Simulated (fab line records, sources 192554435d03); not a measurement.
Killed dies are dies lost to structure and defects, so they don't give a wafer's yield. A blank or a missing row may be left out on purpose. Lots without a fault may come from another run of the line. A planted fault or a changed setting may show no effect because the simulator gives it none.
Chamber matching | flow n5_finfet | N5_SD_EPI_N_SD_RECESS_17 on rie_si-05: 4 sister chambers
The step chemistry HBr/Cl2/O2, target depth 41 nm, time 23.7 s, bt time 3 s. 4 wafers are shown with their chamber, then 7 later ones without.

WAFERS WITH THEIR CHAMBER
wafer  | chamber | drypump_motor_current_A (A)
L517.6 | 0       | 5.8
L518.4 | 2       | 5.4
L518.5 | 1       | 6.1
L524.2 | 3       | 6.8

WAFERS WITHOUT THEIR CHAMBER
wafer  | drypump_motor_current_A (A)
L524.4 | 5.8
L524.5 | 5.4
L529.1 | 5.9
L529.6 | 6.0
L531.1 | 5.8
L531.3 | 6.7
L531.4 | 6.0

WHICH CHAMBER EACH WENT THROUGH
wafer  | from the rows above     | in truth
L524.4 | 0                       | 0
L524.5 | 2                       | 2
L529.1 | can't be placed: 0 or 1 | 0
L529.6 | can't be placed: 1 or 0 | 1
L531.1 | 0                       | 0
L531.3 | 3                       | 3
L531.4 | can't be placed: 1 or 0 | 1
Placed correctly: 4 of 7. Can't be placed from these rows: 3 (the true chamber is among the candidates in 3). Placed wrongly: 0.
How it was worked out, from the rows above alone: a wafer's distance from a chamber is the root of the sum, over the readings, of the square of ((its reading less the chamber's mean) divided by the reading's scatter). The wafer belongs to the nearest chamber; if the next one is less than 2 further off, it can't be placed. A chamber's mean is the mean of its shown wafers. The scatter: with one shown wafer a chamber, the root of the mean of the squares of how far each hidden wafer lies from its nearest shown one.
